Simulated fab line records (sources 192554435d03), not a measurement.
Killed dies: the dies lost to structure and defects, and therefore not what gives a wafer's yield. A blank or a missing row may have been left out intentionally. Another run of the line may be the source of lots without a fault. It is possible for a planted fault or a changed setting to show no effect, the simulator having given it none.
Matching of chambers -- flow n5Finfet -- N5_BEOL_M2_ETCH_77 on rieDiel-06: 4 sister chambers
The step etches underlayer in N2/H2, target depth 6.5 nm, time 5.2 s. 4 wafers are shown with their chamber, then 7 later ones without.

WAFERS WITH THEIR CHAMBER
wafer,chamber,drypumpMotorCurrentA (A)
L085.1,0,5.81
L085.3,3,5.20
L090.3,2,6.27
L090.4,1,5.41

WAFERS WITHOUT THEIR CHAMBER
wafer,drypumpMotorCurrentA (A)
L090.5,5.80
L094.1,5.44
L094.2,5.27
L094.4,6.27
L097.1,5.27
L097.4,5.45
L097.6,5.79

WHICH CHAMBER EACH ONE RAN IN
wafer,from the rows above,in truth
L090.5,0,0
L094.1,1,1
L094.2,can't be placed: 3 or 1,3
L094.4,2,2
L097.1,can't be placed: 3 or 1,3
L097.4,1,1
L097.6,0,0
Correct placement for 5 of the 7. Unplaceable from these rows: 2, with the true chamber sitting among the candidates in 2. Placed wrongly: 0.
How it was worked out, from the rows above alone: a wafer's distance from a chamber is the root of the sum, over the readings, of the square of ((its reading less the chamber's mean) divided by the reading's scatter). If the next closest chamber is less than 2 further off than the closest, the wafer can't be placed; otherwise it belongs to the closest. Each chamber's mean is taken over the wafers shown for it. The scatter: with one shown wafer a chamber, the root of the mean of the squares of how far each hidden wafer lies from its nearest shown one.
